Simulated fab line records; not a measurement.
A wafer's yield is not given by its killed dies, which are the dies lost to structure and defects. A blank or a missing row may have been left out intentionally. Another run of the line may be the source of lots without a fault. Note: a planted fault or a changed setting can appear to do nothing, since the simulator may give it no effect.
Split-lot trial ; flow n5 finfet ; 7 lots, 21 wafers read, on a route of 1938 steps

== SPLIT DETAILS ==
At N5_BEOL_M13_COAT_04 (resist thk 400 nm), the setting spin rpm was moved away from the recipe's 1625 rpm on 6 of the 21 wafers read, by -4.4% to +8.5%. For the rest of the wafers, this setting stayed at what the recipe calls for.

== FROM THE SPLIT TO THE READING: what the file shows between them, 3 steps ==
- N5_BEOL_M13_EBR_06
- N5_BEOL_M13_SOFTBAKE_05: time 60 s
- N5_BEOL_M13_DESCUM_15: chemistry O2, time 7.9 s

== THE READING ==
coat_of_BEOL_M13_COAT_04.thk nm (the simulator's own value, which no gauge read), in nm, at N5_BEOL_M13_ETCH_59 (etches BARC in N2/H2, target depth 89 nm, overetch 26.7 nm, time 67.9 s). The file does not state a usual value for it. The 15 wafers here that ran the recipe average 316.7 nm, standard deviation 2.6 nm.

wafer;tool, chamber at the split;spin rpm as run, rpm;against the recipe;coat_of_BEOL_M13_COAT_04.thk nm, nm;against lot-mates on the recipe
L074.3;litho track-02, 0;1763;+8.5%;301;-11.6
L074.4;litho track-02, 0;1763;+8.5%;303.2;-9.4
L074.6;litho track-02, 0;1625;recipe;312.6;-
L075.1;litho track-03, 0;1625;recipe;320.8;-
L075.2;litho track-03, 0;1625;recipe;318.4;-
L075.3;litho track-03, 0;1625;recipe;316.8;-
L077.2;litho track-05, 0;1553;-4.4%;323;+10.6
L077.3;litho track-05, 0;1553;-4.4%;325.8;+13.4
L077.5;litho track-05, 0;1625;recipe;312.4;-
L078.2;litho track-02, 0;1733;+6.6%;301;-16.6
L078.5;litho track-02, 0;1625;recipe;317.6;-
L078.6;litho track-02, 0;1733;+6.6%;302.2;-15.4
L087.1;litho track-05, 0;1625;recipe;314;-
L087.3;litho track-05, 0;1625;recipe;319.8;-
L087.4;litho track-05, 0;1625;recipe;317.8;-
L092.3;litho track-03, 0;1625;recipe;318.6;-
L092.4;litho track-03, 0;1625;recipe;315.2;-
L092.6;litho track-03, 0;1625;recipe;318.2;-
L097.1;litho track-05, 0;1625;recipe;317;-
L097.4;litho track-05, 0;1625;recipe;313;-
L097.5;litho track-05, 0;1625;recipe;318.8;-

FIT RESULTS
A straight line over all 21 wafers: coat_of_BEOL_M13_COAT_04.thk nm changes by -1.89 nm for each +1% of spin rpm; r = -0.94; the points scatter about the line by 2.6 nm.
The same after taking each lot's own level away (the mean of its wafers on the recipe; 21 wafers): -1.87 nm for each +1%; r = -0.92; scatter 2.9 nm.
The reading moves by 16 nm for the largest change in spin rpm, on that fit.
The lots' own levels span 312.40 to 318.67 nm, that is 2.4 times the standard deviation above.
The two slopes are in agreement: the lot-to-lot level therefore moves the slope only a little.
Check: for one of the wafers moved furthest among these (+8.5%), held out of the fit, the line's prediction against its lot-mates is -16.8 nm. Against them it came out at -11.6 nm.

== FURTHER SPLITS ON THESE WAFERS ==
These wafers also went through other splits before the reading. Each is held against what the fit with the lots' levels taken away leaves over:
other split on the same wafers;wafers away from the commonest value;r with coat_of_BEOL_M13_COAT_04.thk nm (lot level and that fit taken away)
N5_BEOL_M11_COAT_59 spin rpm;7;-0.33
N5_BEOL_M11_ETCH_66 time s;8;+0.24
N5_BEOL_M11_TRENCH_ETCH_37 time s;6;+0.10

== THE WHOLE CHAIN: every reading that the file lists as answering this split, in the file's order ==
step;what it does;reading;change (the file's fit);r (the file's)
N5_BEOL_M13_COAT_04;resist thk 400 nm;coat_of_BEOL_M13_COAT_04.thk nm (the simulator's own value, which no gauge read);-1.99 nm for each +1% of the setting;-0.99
N5_BEOL_M13_ETCH_59;etches BARC in N2/H2, target depth 89 nm, overetch 26.7 nm, time 67.9 s;coat_of_BEOL_M13_COAT_04.thk nm (the simulator's own value, which no gauge read);-1.83 nm for each +1% of the setting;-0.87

== THE FILE'S OWN FIT ==
coat_of_BEOL_M13_COAT_04.thk nm changes by -1.83 nm for each +1% of spin rpm, r = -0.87.
